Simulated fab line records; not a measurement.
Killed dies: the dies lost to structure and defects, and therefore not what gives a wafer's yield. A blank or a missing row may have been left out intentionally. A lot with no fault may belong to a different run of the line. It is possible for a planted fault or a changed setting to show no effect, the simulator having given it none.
fab line records | flow n5Finfet
[record] lots = 6 wafers = 18 lastDay = 16
route steps=1938 shown BEOL_M11@1587 BEOL_M12@1602 PASSIVATION@1936
lots with no fault: from the same line, run without faults
startH: hours from the record's opening day to when the first of the lot's shown wafers began | waitH: hours from the lot's prior step to this one | " repeats the value in the row above | L1.1+2: one row covering several wafers at once | - either no value or no given start | * or withheld: withheld | < > ~ a bound
route shown NAME@n: names a module that has steps shown in the file, with the first one's number in the route | usual: mean/standard deviation of fault-free wafers | same: alike in all rows | chamber/n: place in a boat | sites: readings site by site | _std_site: the values' standard deviation | _edge_site: the outer-site mean with the inner-site mean subtracted | radiusMm: how far each site lies from the wafer's centre | mask NAME#n: copy n | behind: the tool/chamber that last shaped the wafer | hold: reason for holding the lot/hours on hold/outcome of the hold | device: names the non-switching transistor (n, p or np) | end of line: the tests these same wafers got at the end of their route | step lacking rows: just its recipe | killed: dies lost to structure and defects at the first sort, not the wafer's yield | map: shows each die of a wafer: x if killed, . if not, _ if none is there
set.NAME: the setting the step ran with; set.NAME@STEP: the setting that earlier step ran with | model.NAME: the simulator's own value behind a step, which no gauge read
certain route steps with their lots: each step a table, each wafer a row
services: when a tool's chamber went out of use (startH, in hours from the record's first day, below 0 if earlier), for how many hours, and the reason
[[steps]]
[step N5_BEOL_M11_CURE_72]
[recipe] tempC = 370 timeS = 120 ambient = DMADMS/He material = SiCOH_lowk
[step N5_BEOL_M11_DEGAS_44]
[recipe] ambient = vacuum tempC = 250 timeS = 60
[usual] heaterPowerW = 323/39
// columns lot.wafer tool chamber startH waitH heaterPowerW
L175.2 pvdSputter-01 - 233.52 0.6 290
L175.5 " - " " 290
L175.6 " - " " 319
L179.1 pvdSputter-03 - 258.49 0.4 277
L179.2 " - " " 338
L179.6 " - " " 271
L189.3 pvdSputter-01 - 322.00 1.8 297
L189.4 " - " " 311
L189.6 " - " " 317
L188.2 pvdSputter-01 - 323.70 0.4 287
L188.3 " - " " 382
L188.4 " - " " 307
L191.1 pvdSputter-02 - 338.70 0.3 307
L191.4 " - " " 415
L191.6 " - " " 318
L194.1 pvdSputter-02 - 345.87 0.4 307
L194.2 " - " " 304
L194.4 " - " " 298
[step N5_BEOL_M11_PRE_CLEAN_45]
[recipe] gas = H2/He timeS = 30 tempC = 250
[step N5_BEOL_M11_ALD_74]
[recipe] material = TaN targetThkA = 20 tempC = 275 aldPrecursorFamily = PDMAT aldCoReactant = NH3 pressureTorr = 3 carrierFlowSccm = 1500 pulseTimeS = 2 purgeTimeS = 3 coReactantPurgeTimeS = 2 coReactantPulseTimeS = 3 aldCycles = 40 precursorVesselTempC = 75 precursorVesselPressureTorr = 26.25 precursorVesselCarrierSccm = 1000
[step N5_BEOL_M11_SURFACE_TREAT_76]
[recipe] gas = Ar timeS = * ionEnergyEv = * ionCurrentMaCm2 = 0.5 pressureMtorr = * arFlowSccm = 30
[usual] throttleValvePct = *
// columns lot.wafer tool chamber startH waitH throttleValvePct
L175.2 pvdSputter-03 - 233.92 0.2 *
L175.5 " - " " *
L175.6 " - " " *
L179.1 pvdSputter-01 - 258.95 0.2 *
L179.2 " - " " *
L179.6 " - " " *
L189.3 pvdSputter-01 - 322.48 0.2 *
L189.4 " - " " *
L189.6 " - " " *
L188.2 pvdSputter-03 - 324.26 0.3 *
L188.3 " - " " *
L188.4 " - " " *
L191.1 pvdSputter-03 - 339.16 0.2 *
L191.4 " - " " *
L191.6 " - " " *
L194.1 pvdSputter-01 - 346.67 0.5 *
L194.2 " - " " *
L194.4 " - " " *
[step N5_BEOL_M11_CVD_75]
[recipe] material = Co targetThkA = 20 tempC = withheld precursor = CCTBA/H2 pressureTorr = 30 timeS = 138.9
[step N5_BEOL_M11_SPUTTER_48]
[recipe] material = Cu targetThkA = 120 tempC = -20 biasV = 60 powerW = 26000 chamberPressurePa = 0.13 timeS = 2
[step N5_BEOL_M11_ECD_50]
[recipe] material = Cu targetThkA = 3180
[step N5_BEOL_M11_ANNEAL_51]
[recipe] tempC = 225 timeS = 90 ambient = N2
[usual] wafer_temp_C_max = 226.0/0.37
// columns lot.wafer tool chamber startH waitH wafer_temp_C_max
L175.2 rtpAnneal-01 0 234.48 0.2 226.4
L175.5 " 0 " " 225.9
L175.6 " 0 " " 226.0
L179.1 rtpAnneal-02 0 260.43 0.7 225.7
L179.2 " 0 " " 225.7
L179.6 " 0 " " 225.6
L189.3 rtpAnneal-02 0 323.29 0.3 225.3
L189.4 " 0 " " 225.4
L189.6 " 0 " " 225.7
L188.2 rtpAnneal-02 0 326.18 0.3 226.0
L188.3 " 0 " " 225.9
L188.4 " 0 " " 225.7
L191.1 rtpAnneal-01 0 340.00 0.4 226.1
L191.4 " 0 " " 225.9
L191.6 " 0 " " 226.2
L194.1 rtpAnneal-02 0 347.41 0.4 225.5
L194.2 " 0 " " 225.8
L194.4 " 0 " " 225.6
[step N5_BEOL_M11_CMP_52]
[recipe] stopOn = SiCOH_lowk tOverpolishS = 7 downForcePsi = 1 platenRpm = 50 clearingPlatenDownForcePsi = 1.5 clearingPlatenRpm = 50 postCmpClean = cuAlkaline targetThkNm = 140 clearingPlatenPadVelocityMS = 0.99484 padVelocityMS = 0.99484
[usual] barrierFieldEndpointS = 29.1/0.69 motorCurrentA = 6.1/0.7 overpolishRunS = 6.999/0.0099 slurryFilterDpKPa = 13.52/0.14 timeToEndpointS = 67/3.2
// columns lot.wafer tool chamber startH waitH barrierFieldEndpointS motorCurrentA overpolishRunS slurryFilterDpKPa timeToEndpointS
L175.2 cmp-03 3 234.86 0.3 28.8 5.6 6.990 13.65 66
L175.6 " 0 " " 29.8 5.7 6.993 13.37 70
L175.5 " 1 " " 29.1 6.5 7.016 13.48 63
L179.1 cmp-03 3 260.75 0.3 28.2 5.9 7.005 13.55 63
L179.2 " 0 " " 27.9 5.5 7.000 13.63 66
L179.6 " 0 " " 29.5 5.6 7.009 13.57 69
L189.3 cmp-04 3 323.50 0.2 28.1 5.3 6.990 13.50 63
L189.4 " 2 " " 29.0 7.2 7.011 13.51 65
L189.6 " 0 " " 29.5 7.0 6.995 13.28 70
L188.2 cmp-04 1 326.63 0.4 29.5 5.9 7.000 13.39 71
L188.4 " 2 " " 29.0 7.3 7.000 13.52 66
L188.3 " 3 " " 28.4 5.6 7.027 13.61 65
L191.1 cmp-01 0 340.34 0.3 29.7 6.9 6.994 13.45 73
L191.4 " 1 " " 29.8 5.2 6.980 13.54 68
L191.6 " 3 " " 29.4 5.3 6.994 13.48 68
L194.2 cmp-04 1 347.75 0.2 29.7 5.4 6.985 13.61 72
L194.1 " 2 " " 27.4 7.0 6.999 13.31 64
L194.4 " 3 " " 28.6 5.6 6.996 13.64 66
[step N5_BEOL_M11_THK_MEAS_53]
[recipe] thkMeasGauge = xrf reads = Cu_of_BEOL_M11_ECD_50
[usual] M11_THK = 145/3.3
// columns lot.wafer tool chamber startH waitH M11_THK[nm]
L175.2 filmMetro-01 - 235.04 - 148
L175.5 " - " " 149
L175.6 " - " " 146
L179.1 filmMetro-01 - 261.04 - 144
L179.2 " - " " 150
L179.6 " - " " 150
L189.3 filmMetro-02 - 323.79 - 141
L189.4 " - " " 141
L189.6 " - " " 151
L188.2 filmMetro-01 - 326.89 - 146
L188.3 " - " " 140
L188.4 " - " " 145
L191.1 filmMetro-01 - 340.59 - 146
L191.4 " - " " 147
L191.6 " - " " 143
L194.1 filmMetro-02 - 348.00 - 141
L194.2 " - " " 143
L194.4 " - " " 146
[step N5_BEOL_M11_PRE_CLEAN_55]
[recipe] gas = NH3 timeS = 15 tempC = withheld rfPowerW = 300
[step N5_BEOL_M11_DEP_56]
[recipe] material = SiCN targetThkA = 300 tempC = withheld precursor = 3MS/NH3 pressureTorr = 3 rfW = 675 timeS = 10.5
[usual] showerheadPlenumPTorr = 4.159/0.018 throttleValvePct = 17.9/1.1
// columns lot.wafer tool chamber startH waitH showerheadPlenumPTorr throttleValvePct
L175.2 pecvd-02 1 235.11 0.0 4.179 19.2
L175.5 " 0 " " 4.167 17.2
L175.6 " 1 " " 4.181 19.3
L179.1 pecvd-01 0 261.11 0.0 4.178 18.5
L179.2 " 2 " " 4.180 16.3
L179.6 " 2 " " 4.171 16.6
L189.3 pecvd-03 2 323.85 0.0 4.158 16.3
L189.4 " 1 " " 4.163 19.4
L189.6 " 2 " " 4.162 16.5
L188.2 pecvd-01 1 326.95 0.0 4.132 18.2
L188.3 " 0 " " 4.164 18.1
L188.4 " 1 " " 4.143 18.4
L191.1 pecvd-02 1 340.66 0.0 4.175 19.5
L191.4 " 1 " " 4.182 19.3
L191.6 " 2 " " 4.140 19.4
L194.1 pecvd-01 2 348.07 0.0 4.172 16.5
L194.2 " 0 " " 4.172 18.4
L194.4 " 2 " " 4.174 16.7
[step N5_BEOL_M11_RS_MEAS_57]
[recipe] thkMeasGauge = four-point-probe reads = Cu_of_BEOL_M11_ECD_50+Co_of_BEOL_M11_CVD_75+TaN_of_BEOL_M11_ALD_74
[usual] M11_RS = 0.151/0.0038
// columns lot.wafer tool chamber startH waitH M11_RS[ohm/sq]
L175.2 filmMetro-01 - 235.17 0.0 0.149
L175.5 " - " " 0.147
L175.6 " - " " 0.150
L179.1 filmMetro-01 - 261.19 0.1 0.152
L179.2 " - " " 0.146
L179.6 " - " " 0.146
L189.3 filmMetro-02 - 323.92 0.0 0.155
L189.4 " - " " 0.156
L189.6 " - " " 0.143
L188.2 filmMetro-01 - 327.02 0.0 0.148
L188.3 " - " " 0.155
L188.4 " - " " 0.149
L191.1 filmMetro-02 - 340.72 0.0 0.150
L191.4 " - " " 0.149
L191.6 " - " " 0.154
L194.1 filmMetro-01 - 348.13 0.0 0.155
L194.2 " - " " 0.153
L194.4 " - " " 0.149
[step N5_BEOL_M11_INSPECT_58]
[recipe] inspectInstrument = darkfield mode = postDep
[usual] rawDefectCount = 78/28
// columns lot.wafer tool chamber startH waitH rawDefectCount
L175.2 defectInspect-02 - 235.20 0.0 121
L175.5 " - " " 123
L175.6 " - " " 61
L179.1 defectInspect-02 - 261.22 0.0 113
L179.2 " - " " 76
L179.6 " - " " 79
L189.3 defectInspect-02 - 323.94 0.0 89
L189.4 " - " " 101
L189.6 " - " " 107
L188.2 defectInspect-01 - 327.04 0.0 1220
L188.3 " - " " 1306
L188.4 " - " " 1216
L191.1 defectInspect-02 - 340.75 0.0 88
L191.4 " - " " 96
L191.6 " - " " 101
L194.1 defectInspect-02 - 348.16 0.0 1215
L194.2 " - " " 1240
L194.4 " - " " 1177
[step N5_BEOL_M12_ILD_DEP_00]
[recipe] material = SiOC targetThkA = 6589.2 tempC = 350 precursor = DEMS/O2 pressureTorr = 5 rfW = 500 timeS = 130.7
[usual] heaterPowerW = 529/52 showerheadPlenumPTorr = 5.692/0.011 throttleValvePct = 11.7/0.62
// columns lot.wafer tool chamber startH waitH heaterPowerW showerheadPlenumPTorr throttleValvePct
L175.2 pecvd-04 0 235.23 0.0 475 5.686 12.3
L175.5 " 0 " " 512 5.687 11.8
L175.6 " 1 " " 553 5.686 11.7
L179.1 pecvd-01 0 261.25 0.0 476 5.696 11.9
L179.2 " 2 " " 585 5.704 10.7
L179.6 " 0 " " 519 5.692 12.1
L189.3 pecvd-01 0 323.98 0.0 504 5.691 12.5
L189.4 " 2 " " 480 5.691 11.2
L189.6 " 1 " " 612 5.679 12.1
L188.2 pecvd-04 1 327.08 0.0 549 5.716 11.7
L188.3 " 2 " " 479 5.688 11.3
L188.4 " 0 " " 501 5.688 12.1
L191.1 pecvd-04 1 340.78 0.0 544 5.703 11.5
L191.4 " 1 " " 561 5.709 11.3
L191.6 " 2 " " 407 5.683 11.5
L194.1 pecvd-04 0 348.19 0.0 505 5.693 12.1
L194.2 " 1 " " 551 5.686 11.5
L194.4 " 0 " " 523 5.678 11.9
[step N5_BEOL_M12_THK_MEAS_01]
[recipe] reads = SiOC_of_BEOL_M12_ILD_DEP_00
[usual] M12_ILD_THK = 658/9.6
// columns lot.wafer tool chamber startH waitH M12_ILD_THK[nm]
L175.2 filmMetro-02 - 235.36 0.1 657
L175.5 " - " " 660
L175.6 " - " " 661
L179.1 filmMetro-02 - 261.44 0.1 649
L179.2 " - " " 645
L179.6 " - " " 663
L189.3 filmMetro-02 - 324.11 0.1 653
L189.4 " - " " 653
L189.6 " - " " 649
L188.2 filmMetro-01 - 327.21 0.1 653
L188.3 " - " " 652
L188.4 " - " " 661
L191.1 filmMetro-02 - 340.91 0.1 649
L191.4 " - " " 665
L191.6 " - " " 665
L194.1 filmMetro-01 - 348.32 0.1 643
L194.2 " - " " 646
L194.4 " - " " 662
[step N5_BEOL_M12_COAT_58]
[recipe] resist = BARC tempC = 205 timeS = 60 spinRpm = 1500 resistThkNm = 89
[step N5_BEOL_M12_COAT_04]
[recipe] spinRpm = 1625 resistThkNm = 400
[step N5_BEOL_M12_EBR_06]
[recipe] solvent = PGMEA ebrWidthMm = 1.5
[step N5_BEOL_M12_SOFTBAKE_05]
[recipe] tempC = 130 timeS = 60
[step N5_BEOL_M12_EXPOSE_07]
[recipe] maskId = V11 na = 0.93 sourceShape = conventional sigmaOuter = 0.6 polarization = unpolarized attpsmPhaseDeg = 180 doseMj = 32.5
[step N5_BEOL_M12_PEB_08]
[recipe] pebTempC = 130 pebTimeS = 90
[step N5_BEOL_M12_DEVELOP_09]
[recipe] developTimeS = 45 rinseLiquid = diw dry = airSpin devTempC = 21
[step N5_BEOL_M12_HARDBAKE_14]
[recipe] tempC = 130 timeS = 120
[step N5_BEOL_M12_CD_MEAS_10]
[recipe] targetCdNm = 140 landingEnergyEv = 500 detector = seInlens polarity = opening
[usual] cdNm = 139.6/2
// columns lot.wafer tool chamber startH waitH cdNm
L175.2 cdSem-01 0 235.67 - 136.0
L175.5 " 0 " " 137.3
L175.6 " 0 " " 141.1
L179.1 cdSem-02 0 261.74 - 140.4
L179.2 " 0 " " 140.2
L179.6 " 0 " " 138.1
L189.3 cdSem-01 0 324.42 - 140.1
L189.4 " 0 " " 139.2
L189.6 " 0 " " 137.0
L188.2 cdSem-01 0 327.51 - 138.7
L188.3 " 0 " " 139.2
L188.4 " 0 " " 142.4
L191.1 cdSem-03 0 341.27 - 142.0
L191.4 " 0 " " 139.6
L191.6 " 0 " " 135.3
L194.1 cdSem-02 0 348.63 - 140.6
L194.2 " 0 " " 140.4
L194.4 " 0 " " 138.4
[step N5_BEOL_M12_OVL_MEAS_11]
[recipe] pointsPerWafer = 44
[usual] V11_OVL = 2/5.6
// columns lot.wafer tool chamber startH waitH V11_OVL[nm]
L175.2 overlay-02 0 235.71 0.0 -14
L175.5 " 0 " " -6
L175.6 " 0 " " -9
L179.1 overlay-01 0 261.77 0.0 0
L179.2 " 0 " " 8
L179.6 " 0 " " 11
L189.3 overlay-01 0 324.45 0.0 5
L189.4 " 0 " " -2
L189.6 " 0 " " 3
L188.2 overlay-01 0 327.56 0.0 -4
L188.3 " 0 " " -9
L188.4 " 0 " " -8
L191.1 overlay-02 0 341.30 0.0 -1
L191.4 " 0 " " -1
L191.6 " 0 " " 7
L194.1 overlay-01 0 348.66 0.0 -5
L194.2 " 0 " " -5
L194.4 " 0 " " 1
[step N5_BEOL_M12_INSPECT_12]
[recipe] mode = adi inspectInstrument = macro
[usual] rawDefectCount = 2.2/1.5
// columns lot.wafer tool chamber startH waitH rawDefectCount
L175.2 defectInspect-01 - 235.73 0.0 0
L175.5 " - " " 1
L175.6 " - " " 1
L179.1 defectInspect-02 - 261.79 0.0 1
L179.2 " - " " 2
L179.6 " - " " 3
L189.3 defectInspect-02 - 324.47 0.0 1
L189.4 " - " " 2
L189.6 " - " " 2
L188.2 defectInspect-01 - 327.58 0.0 >300
L188.3 " - " " >300
L188.4 " - " " >300
L191.1 defectInspect-01 - 341.33 0.0 2
L191.4 " - " " 3
L191.6 " - " " 4
L194.1 defectInspect-02 - 348.68 0.0 >300
L194.2 " - " " >300
L194.4 " - " " >300
[step N5_BEOL_M12_DESCUM_15]
[recipe] chemistry = O2 timeS = 7.9 sourcePowerW = 50 biasPowerW = 20 pressureMtorr = 20 rfFrequencyHz = 2.712e+07 tempC = 40 o2FlowSccm = 225
[step N5_PASSIVATION_PROBE_49]
[usual] defectLimitedYield = 91.0/1.5 killed_at_M0_to_M3 = 35/11 killed_at_M4_up = 13/6 killedAtContacts = 14/6.5 killedAtFrontEnd = 40/12 killedAtOther = 4/3.4 killedDies = 106/18 killedOnRim = 14/4.7 killedOpen = 68/14 killedShort = 35/7.7 sort_bin_5_function = 5.2/0.98 sort_bin_6_memory = 3.4/0.72 sort_bin_8_speed = 0.02/0.24 sortNPass = 1074/18 sortYieldPct = 91.0/1.5
[same] grossDies = 1180 killedAtBackSide = 0 sort_bin_4_leakage[%] = 0
// columns lot.wafer tool chamber startH waitH defectLimitedYield[%] killed_at_M0_to_M3 killed_at_M4_up killedAtContacts killedAtFrontEnd killedAtOther killedDies killedOnRim killedOpen killedShort sort_bin_5_function[%] sort_bin_6_memory[%] sort_bin_8_speed[%] sortNPass sortYieldPct[%]
L179.1 prober-02 - 302.41 0.0 89.0 58 12 14 43 3 130 17 88 37 6.4 4.3 0 1050 89.0
L179.2 prober-02 - 302.46 0.1 94.1 24 10 18 18 0 70 9 46 22 3.8 1.9 0 1110 94.1
L179.6 prober-02 - 302.66 0.3 92.7 40 12 10 20 4 86 7 60 24 4.1 3.0 0 1094 92.7
L189.3 prober-01 - 366.62 0.1 92.0 43 9 17 23 2 94 16 68 26 4.7 3.2 0 1086 92.0
L189.4 prober-01 - 366.67 0.2 92.0 36 14 18 26 0 94 9 62 29 3.7 3.9 0 1086 92.0
L189.6 prober-01 - 366.77 0.3 91.2 35 8 23 36 2 104 13 61 42 5.0 2.9 0 1076 91.2
L188.2 prober-02 - 366.62 0.1 80.3 26 157 8 38 3 232 18 51 40 11.9 3.8 0 948 80.3
L188.3 prober-02 - 366.67 0.1 83.3 30 117 14 31 5 197 32 57 39 10.3 3.4 0 983 83.3
L188.4 prober-02 - 366.72 0.2 79.3 27 166 4 45 2 244 15 55 39 13.1 3.5 0 936 79.3
L191.1 prober-01 - 379.54 0.0 88.9 48 9 13 59 2 131 20 84 39 6.0 4.4 0 1049 88.9
L191.4 prober-01 - 379.69 0.2 92.5 25 13 9 41 1 89 8 55 29 4.4 2.9 0 1091 92.5
L191.6 prober-01 - 379.79 0.3 91.0 29 21 17 38 1 106 16 68 36 5.3 3.5 0 1074 91.0
L194.1 prober-01 - 382.16 0.0 86.7 33 76 15 24 9 157 37 55 32 7.9 3.1 2.63 992 84.1
L194.2 prober-01 - 382.21 0.1 82.9 28 110 9 39 16 202 36 53 42 9.7 3.8 0 978 82.9
L194.4 prober-01 - 382.31 0.2 85.4 48 79 11 27 7 172 30 72 29 8.5 3.7 0 1008 85.4
// killed by level:class
L179.1 FIN_SAQP:geometricParticle:open=22 BEOL_M0_SAQP:geometricParticle:short=22 BEOL_M0_SAQP:geometricParticle:open=21 MOL_CONTACT_COAG:geometricParticle:open=10 BEOL_M1:geometricParticle:open=7 DUMMY_GATE:geometricParticle:open=5 BEOL_M5:geometricParticle:open=5 FIN_SAQP:geometricParticle:short=4
L179.2 MOL_CONTACT_COAG:geometricParticle:open=13 BEOL_M0_SAQP:geometricParticle:open=8 BEOL_M0_SAQP:geometricParticle:short=7 FIN_SAQP:geometricParticle:open=5 MOL_CONTACT_COAG:geometricParticle:short=5 BEOL_M1:geometricParticle:open=3 BEOL_M3:geometricParticle:open=3 BEOL_M4:geometricParticle:open=3
L179.6 BEOL_M0_SAQP:geometricParticle:open=12 BEOL_M3:geometricParticle:open=10 BEOL_M0_SAQP:geometricParticle:short=9 MOL_CONTACT_COAG:geometricParticle:open=6 BEOL_M8:geometricParticle:open=6 DUMMY_GATE:geometricParticle:open=5 MOL_CONTACT_COAG:geometricParticle:short=4 FIN_SAQP:geometricParticle:open=3
L189.3 MOL_CONTACT_COAG:geometricParticle:open=14 BEOL_M0_SAQP:geometricParticle:open=12 BEOL_M1:geometricParticle:open=12 BEOL_M0:geometricParticle:open=8 FIN_SAQP:geometricParticle:short=6 FIN_SAQP:geometricParticle:open=5 BEOL_M0_SAQP:geometricParticle:short=5 MOL_CONTACT_COAG:geometricParticle:short=3
L188.2 BEOL_M11:unspecified=141 BEOL_M1:geometricParticle:open=8 FIN_SAQP:geometricParticle:open=7 FIN_SAQP:geometricParticle:short=7 MOL_CONTACT_COAG:geometricParticle:open=7 BEOL_M4:geometricParticle:open=7 GATE_CUT:geometricParticle:short=5 BEOL_M0_SAQP:geometricParticle:short=5
L189.4 MOL_CONTACT_COAG:geometricParticle:open=13 BEOL_M0_SAQP:geometricParticle:short=9 BEOL_M3:geometricParticle:open=8 BEOL_M0_SAQP:geometricParticle:open=7 STI_FIN_REVEAL:geometricParticle:open=5 MOL_CONTACT_COAG:geometricParticle:short=5 FIN_SAQP:geometricParticle:short=4 DUMMY_GATE:geometricParticle:open=4
L188.3 BEOL_M11:unspecified=100 MOL_CONTACT_COAG:geometricParticle:open=12 BEOL_M0_SAQP:geometricParticle:short=7 GATE_CUT:geometricParticle:short=6 BEOL_M0_SAQP:geometricParticle:open=6 BEOL_M4:geometricParticle:open=6 STARTING-WAFER:geometricParticle:open=5 FIN_SAQP:geometricParticle:open=4
L188.4 BEOL_M11:unspecified=147 BEOL_M0_SAQP:geometricParticle:open=14 FIN_SAQP:geometricParticle:short=12 STI_FIN_REVEAL:geometricParticle:open=8 FIN_SAQP:geometricParticle:open=7 BEOL_M4:geometricParticle:short=6 GATE_CUT:geometricParticle:short=6 GATE_CUT:geometricParticle:open=6
L189.6 MOL_CONTACT_COAG:geometricParticle:open=15 BEOL_M0_SAQP:geometricParticle:short=14 MOL_CONTACT_COAG:geometricParticle:short=8 BEOL_M0_SAQP:geometricParticle:open=8 BEOL_M2:geometricParticle:open=6 FIN_SAQP:geometricParticle:short=5 FIN_SAQP:geometricParticle:open=5 STARTING-WAFER:geometricParticle:short=5
L191.1 STI_FIN_REVEAL:geometricParticle:open=12 BEOL_M1:geometricParticle:open=11 FIN_SAQP:geometricParticle:open=10 BEOL_M0_SAQP:geometricParticle:short=10 MOL_CONTACT_COAG:geometricParticle:open=9 FIN_SAQP:geometricParticle:short=8 BEOL_M0_SAQP:geometricParticle:open=8 BEOL_M0:geometricParticle:open=7
L191.4 FIN_SAQP:geometricParticle:short=10 STI_FIN_REVEAL:geometricParticle:open=9 MOL_CONTACT_COAG:geometricParticle:open=8 BEOL_M2:geometricParticle:open=6 STARTING-WAFER:geometricParticle:open=5 BEOL_M1:geometricParticle:open=5 BEOL_M5:geometricParticle:open=4 DUMMY_GATE:geometricParticle:open=3
L191.6 MOL_CONTACT_COAG:geometricParticle:open=11 BEOL_M4:geometricParticle:open=11 FIN_SAQP:geometricParticle:open=9 BEOL_M0_SAQP:geometricParticle:short=9 STARTING-WAFER:geometricParticle:short=6 FIN_SAQP:geometricParticle:short=5 MOL_CONTACT_COAG:geometricParticle:short=5 BEOL_M0_SAQP:geometricParticle:open=5
L194.1 BEOL_M11:unspecified=67 MOL_CONTACT_COAG:geometricParticle:open=11 BEOL_M2:geometricParticle:open=7 BEOL_M0_SAQP:geometricParticle:open=7 BEOL_M1:geometricParticle:open=7 STI_FIN_REVEAL:geometricParticle:short=4 STI_FIN_REVEAL:geometricParticle:open=4 DUMMY_GATE:geometricParticle:open=4
L194.2 BEOL_M11:unspecified=102 FIN_SAQP:geometricParticle:short=7 DUMMY_GATE:geometricParticle:open=7 MOL_CONTACT_COAG:geometricParticle:open=6 BEOL_M2:geometricParticle:open=6 PASS1_DEP:geometricParticle:short=6 BEOL_M0_SAQP:geometricParticle:open=5 BEOL_M3:geometricParticle:open=5
L194.4 BEOL_M11:unspecified=68 MOL_CONTACT_COAG:geometricParticle:open=9 BEOL_M1:geometricParticle:open=9 BEOL_M0_SAQP:geometricParticle:open=8 BEOL_M3:geometricParticle:open=8 BEOL_M2:geometricParticle:open=7 BEOL_M0:geometricParticle:open=5 BEOL_M0_SAQP:geometricParticle:short=5
// map L188.4 (x killed, . not)
_________________..x.x.......________________
______________.................._____________
___________................xx......__________
__________.....x........x..........._________
________.x...x.x...............xx....._______
_______.x................x.............______
______.....................x............_____
_____xx...................x......x.......____
____..................x...................___
___.................xx.x..............x....__
___.......x......xx..x.x.........x....x....__
__..x...x.x.....................x..x........_
__.....x..x.xx..xx...x......x..............._
_..x.....xxxx.xxx.....x.x.................x..
_.....x.xxxxx.xx.x.......x..........x.....x..
_....x.xxxxxxxxxxx..................x..x..x..
_.x..xxxxxxxxxxxxxxx........x................
_.x.x.xxxxxxxxxxxxxxxx...........x..........x
_....x.xxxxxxxxxxxx......x..............x..x.
_..x..xxxxxxxxxxxxx..x.................x.x.x.
_....xxxxxxxxxxxxx..x......................x.
__..xx.xxxxxxxxxxxxx...........x.........x.._
__....xxxxxxxxxxxxx...xx...x......x.......xx_
___..xx.xxxxxxxx.xxx.x.x....x.............x__
___......x.xx.x.x..........................__
____.........x.........x....x.............___
_____...............x..........x.........____
______..........................xx......_____
_______....x.........................x.______
________.............................._______
__________x.x.x............x...xxx.._________
___________.................x......__________
______________...............xx._____________
_________________............________________
// map L194.2 (x killed, . not)
_________________............________________
______________.x...........x...x_____________
___________...x.........x......x...__________
__________........x...............x._________
________......x.......x..............._______
_______..............x...x.............______
______.................x...x............_____
_____........................x...........____
____........x....x.x.......xx...x.......x.___
___............x......x....................__
___.....x....x...x...............x.........__
__..x......................x................_
__...........................x.xx..........._
_..............x.....x.x...x.......x.....x..x
_x....x..........x....x....x..........x......
_.........x.........x..................x.....
_x........x...x............x.....x.......x...
_.................................x..........
_..x..x.......x............x..........xx.x.x.
_...x.x.................x......x...xx....x...
_...........x......x........................x
__.x.........x.x.....................x......_
__................................x..x....x._
___.................x.............x........__
___...............xx........x..........x...__
____........xx....x......x........x......x___
_____.......x..xx.xxxx....x..............____
______.....xx..xxxxxxxx..x.............._____
_______x.x..xxxxxxxxxxxx..x..x....x....______
________.x...xxxxxxxxxxx.xx..........._______
__________xxxxxxxxxxxxxxxxx..x......_________
___________xxxxxxxxxxxxxxxx........__________
______________xxxxxxxxxxxxx.x..._____________
_________________xxxxxxxxxx.x________________
[[services]]
// columns tool chamber startH hours kind
cmp-01 - 215.26 4.0 pm
pecvd-03 1 218.34 4.4 repair
cmp-01 - 219.26 - consumableReplace:conditioner
cmp-01 - 219.26 - consumableReplace:pad
pecvd-04 0 223.66 2.1 scheduledDown
cmp-04 - 233.64 1.8 repair
pecvd-04 1 235.87 5.5 scheduledDown
pecvd-04 2 237.47 1.8 repair
pvdSputter-01 - 246.25 3.0 repair
pecvd-01 0 248.25 4.4 repair
cmp-04 - 258.03 0.8 repair
pecvd-01 1 260.05 5.9 repair
pecvd-02 - 265.18 2.9 repair
pecvd-02 - 268.09 2.8 pm
pecvd-03 - 273.89 2.8 pm
cmp-03 - 276.92 1.5 repair
cmp-01 - 281.67 3.9 repair
pecvd-02 2 301.28 5.5 scheduledDown
pecvd-02 0 309.92 5.5 scheduledDown
pecvd-02 - 323.87 14.6 pm
cmp-04 - 328.23 4.0 pm
cmp-04 - 332.23 - consumableReplace:conditioner
cmp-04 - 332.23 - consumableReplace:pad
pvdSputter-01 - 335.05 1.8 repair
[[key]]
[firstSign] step = N5_BEOL_M11_INSPECT_58 reading = rawDefectCount direction = up sigmas = 42 usual = 78 struck = 1229
[effect] step = N5_BEOL_M12_INSPECT_12 reading = rawDefectCount direction = up sigmas = 99+ usual = 2.2 struck = >300
[effect] step = N5_PASSIVATION_PROBE_49 reading = killed_at_M4_up direction = up sigmas = 17 usual = 13 struck = 118
[moreKillsBornAt] N5_BEOL_M11_DEP_56@pecvd-01 = 625
metAt N5_BEOL_M11_DEP_56
struckWafers L188.2,L188.3,L188.4,L194.1,L194.2,L194.4
onsetBetween 261.11 326.95
alsoFits N5_BEOL_M11_ANNEAL_51:rtpAnneal-02,N5_BEOL_M11_CMP_52:cmp-04
[fault] kind = chamberParticleSource tool = pecvd-01 chamber = - onsetH = 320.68 steps = N5_BEOL_M11_DEP_56 ratePerVisitCm2 = 1.7451 endH = 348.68
